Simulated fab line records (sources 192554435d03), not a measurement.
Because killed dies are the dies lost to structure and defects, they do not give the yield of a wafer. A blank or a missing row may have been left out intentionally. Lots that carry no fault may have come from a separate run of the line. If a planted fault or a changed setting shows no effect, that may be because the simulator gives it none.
Comparing a struck lot with a sound one + flow n5_finfet + 35 out of 1938 route steps
Sound: wafers L518.1, L518.3, L518.6. The struck wafers were L526.3, L526.5, L526.6. The cause is given at the end.
Each step with rows lists, per side, the tool, then ch with its chambers, then its first start. Under that, the readings that differ: sound wafers + struck wafers + difference of the means + sigmas: that difference in standard deviations of wafers without a fault.
alike: words and numbers the same on both sides, and readings whose means are apart by under 2 such deviations; not compared: readings that were withheld, readings missing a value for some wafer, numbers with overlapping values and no deviation given by the record, and bounds like >300 which may hide the same value.
Wherever a step has rows on one side only, a row that says differs or no value, or a row with sigmas, the two part there. Non-overlapping numbers with no deviation appear without sigmas and do not part them. Lack of a reading on every wafer of one side parts them only where that side has two or more wafers.

first, 10 steps without rows for these wafers: N5_BEOL_M5_ILD_DEP_00 (deposits SiCOH lowk from DEMS/porogen, target thk 140.64 nm, time 25.9 s); N5_BEOL_M5_CURE_79 (cures SiCOH lowk, time 240 s); N5_BEOL_M5_PECVD_70 (deposits SiO2 from TEOS/O2, target thk 16 nm, time 18 s); N5_BEOL_M5_HM_DEP_02 (deposits TiN, target thk 20 nm); N5_BEOL_M5_COAT_59 (time 60 s, resist thk 60 nm); N5_BEOL_M5_COAT_60 (time 60 s, resist thk 12 nm); N5_BEOL_M5_COAT_71 (time 60 s, resist thk 5 nm); N5_BEOL_M5_COAT_05 (resist thk 30 nm); N5_BEOL_M5_EBR_07; N5_BEOL_M5_SOFTBAKE_06 (time 60 s).
N5_BEOL_M5_EXPOSE_08: exposes mask M5, target cd 28 nm.
  sound on euv_scanner-01 ch 0, day 10 18:21; struck on euv_scanner-01 ch 0, day 12 07:54
  alike: mask, exposure_dose_mJ_cm2
then, 2 steps without rows for these wafers: N5_BEOL_M5_PEB_09 (peb time 60 s); N5_BEOL_M5_DEVELOP_10 (develop time 30 s).
N5_BEOL_M5_DESCUM_16: chemistry O2, time 7 s.
  sound on rie_diel-06 ch 0,1,3, day 10 18:37; struck on rie_diel-05 ch 1,2, day 12 08:50
| reading                  | sound        | struck         | difference | sigmas |
|--------------------------|--------------|----------------|------------|--------|
| model.BEOL_M5.cd_nm (nm) | 28.2 28.2 28 | 26.8 27.8 27.8 | -0.7       |        |
  alike: drypump_motor_current_A, oes_product_au, rf_vpp_V, showerhead_plenum_p_Torr, throttle_valve_pct
  not compared: rf_hours_counter_h
then, 19 steps without rows for these wafers: N5_BEOL_M5_ETCH_72 (etches underlayer in N2/H2, target depth 6.5 nm, time 5.2 s); N5_BEOL_M5_ETCH_61 (etches SiARC in CF4, target depth 15.6 nm, time 26 s); N5_BEOL_M5_ETCH_62 (etches SOC in N2/H2, target depth 75 nm, overetch 15 nm, time 112.5 s); N5_BEOL_M5_STRIP_63 (strips in N2/H2); N5_BEOL_M5_STRIP_73 (strips in N2/H2); N5_BEOL_M5_STRIP_64 (strips in CF4); N5_BEOL_M5_HM_OPEN_17 (chemistry Cl2/BCl3, target TiN, target depth 20 nm, overetch 6 nm); N5_BEOL_M5_STRIP_19 (strips in O2); N5_BEOL_M5_COAT_65 (time 60 s, resist thk 60 nm); N5_BEOL_M5_COAT_66 (time 60 s, resist thk 12 nm); N5_BEOL_M5_COAT_74 (time 60 s, resist thk 5 nm); N5_BEOL_M5_COAT_22 (resist thk 30 nm); N5_BEOL_M5_EBR_24; N5_BEOL_M5_SOFTBAKE_23 (time 60 s); N5_BEOL_M5_EXPOSE_25 (exposes mask V4, defocus 10 nm); N5_BEOL_M5_PEB_26 (peb time 60 s); N5_BEOL_M5_DEVELOP_27 (develop time 30 s); N5_BEOL_M5_DESCUM_33 (chemistry O2, time 7 s); N5_BEOL_M5_ETCH_75 (etches underlayer in N2/H2, target depth 6.5 nm, time 5.2 s).
N5_BEOL_M5_ETCH_67: etches SiARC in CF4, target depth 15.6 nm, time 26 s.
  sound on rie_diel-05 ch 1,3, day 10 19:34; struck on rie_diel-06 ch 0,1, day 12 10:34
| reading                         | sound          | struck         | difference | sigmas |
|---------------------------------|----------------|----------------|------------|--------|
| showerhead_plenum_p_Torr (Torr) | 2.18 2.22 2.22 | 2.04 2.08 2.04 | -0.15      | -2     |
| model.BEOL_M5.cd_nm (nm)        | 28.4 28.2 28   | 26.4 27 27.2   | -1.3       |        |
  alike: bias_w, drypump_motor_current_A, etch_rf_on_time_s, oes_product_au, rf_vpp_V, throttle_valve_pct
  not compared: rf_hours_counter_h
after that, 1 step had no rows for these wafers: N5_PASSIVATION_PROBE_49.

## WHERE THEY PART
Within this record, at N5_BEOL_M5_ETCH_67 only.

WHY: what had been put in by the simulator
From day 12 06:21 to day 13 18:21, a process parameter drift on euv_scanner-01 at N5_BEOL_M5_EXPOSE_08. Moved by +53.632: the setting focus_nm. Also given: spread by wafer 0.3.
